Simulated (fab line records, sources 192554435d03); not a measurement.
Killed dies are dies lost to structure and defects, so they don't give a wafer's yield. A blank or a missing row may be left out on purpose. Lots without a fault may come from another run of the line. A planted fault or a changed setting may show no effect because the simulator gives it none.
Chamber matching | flow n5_finfet | N5_FIN_CUT_CUT_ETCH_27 on rie_diel-06: 4 sister chambers
The step etches SiO2 in CHF3/O2, target depth 4 nm, overetch 2 nm, time 4.9 s. 14 wafers are shown with their chamber, then 7 later ones without.

WAFERS WITH THEIR CHAMBER
wafer  | chamber | drypump_motor_current_A (A) | showerhead_plenum_p_Torr (Torr) | throttle_valve_pct (%)
L074.2 | 1       | 5.3                         | 2.45                            | 18.89
L074.5 | 0       | 5.4                         | 2.41                            | 19.21
L074.6 | 1       | 5.3                         | 2.45                            | 18.89
L077.1 | 3       | 6.0                         | 2.31                            | 19.07
L077.2 | 0       | 5.4                         | 2.41                            | 19.23
L077.5 | 3       | 6.0                         | 2.31                            | 19.06
L081.2 | 0       | 5.4                         | 2.41                            | 19.24
L081.5 | 3       | 5.9                         | 2.31                            | 19.09
L081.6 | 0       | 5.4                         | 2.41                            | 19.24
L085.1 | 3       | 6.0                         | 2.30                            | 19.11
L085.3 | 1       | 5.3                         | 2.44                            | 18.92
L085.6 | 2       | 5.5                         | 2.35                            | 18.71
L087.1 | 3       | 6.0                         | 2.30                            | 19.12
L087.4 | 0       | 5.4                         | 2.41                            | 19.26

SIGNATURES (means of the wafers above)
reading                  | chamber 0 | chamber 1 | chamber 2 | chamber 3 | scatter within a chamber
drypump_motor_current_A  | 5.400     | 5.300     | 5.500     | 5.980     | 0.0283
showerhead_plenum_p_Torr | 2.4100    | 2.4467    | 2.3500    | 2.3060    | 0.00432
throttle_valve_pct       | 19.2360   | 18.9000   | 18.7100   | 19.0900   | 0.0213
Rule: a wafer's distance from a chamber is the root of the sum, over the readings, of the square of ((its reading less the chamber's mean) divided by the reading's scatter). The wafer belongs to the nearest chamber; if the next one is less than 2 further off, it can't be placed. The scatter: the root of (the sum of the squares of (reading less its chamber's mean) over the shown wafers, divided by (wafers less chambers)).

WAFERS WITHOUT THEIR CHAMBER
wafer  | drypump_motor_current_A (A) | showerhead_plenum_p_Torr (Torr) | throttle_valve_pct (%)
L087.5 | 5.4                         | 2.40                            | 19.26
L089.1 | 5.4                         | 2.40                            | 19.26
L089.3 | 5.3                         | 2.44                            | 18.92
L089.5 | 5.4                         | 2.40                            | 19.25
L092.4 | 5.5                         | 2.34                            | 18.73
L092.5 | 5.5                         | 2.34                            | 18.72
L092.6 | 5.3                         | 2.44                            | 18.93

WHICH CHAMBER EACH WENT THROUGH
wafer  | from the rows above | in truth
L087.5 | 0                   | 0
L089.1 | 0                   | 0
L089.3 | 1                   | 1
L089.5 | 0                   | 0
L092.4 | 2                   | 2
L092.5 | 2                   | 2
L092.6 | 1                   | 1
Placed correctly: 7 of 7. Can't be placed from these rows: 0. Placed wrongly: 0.
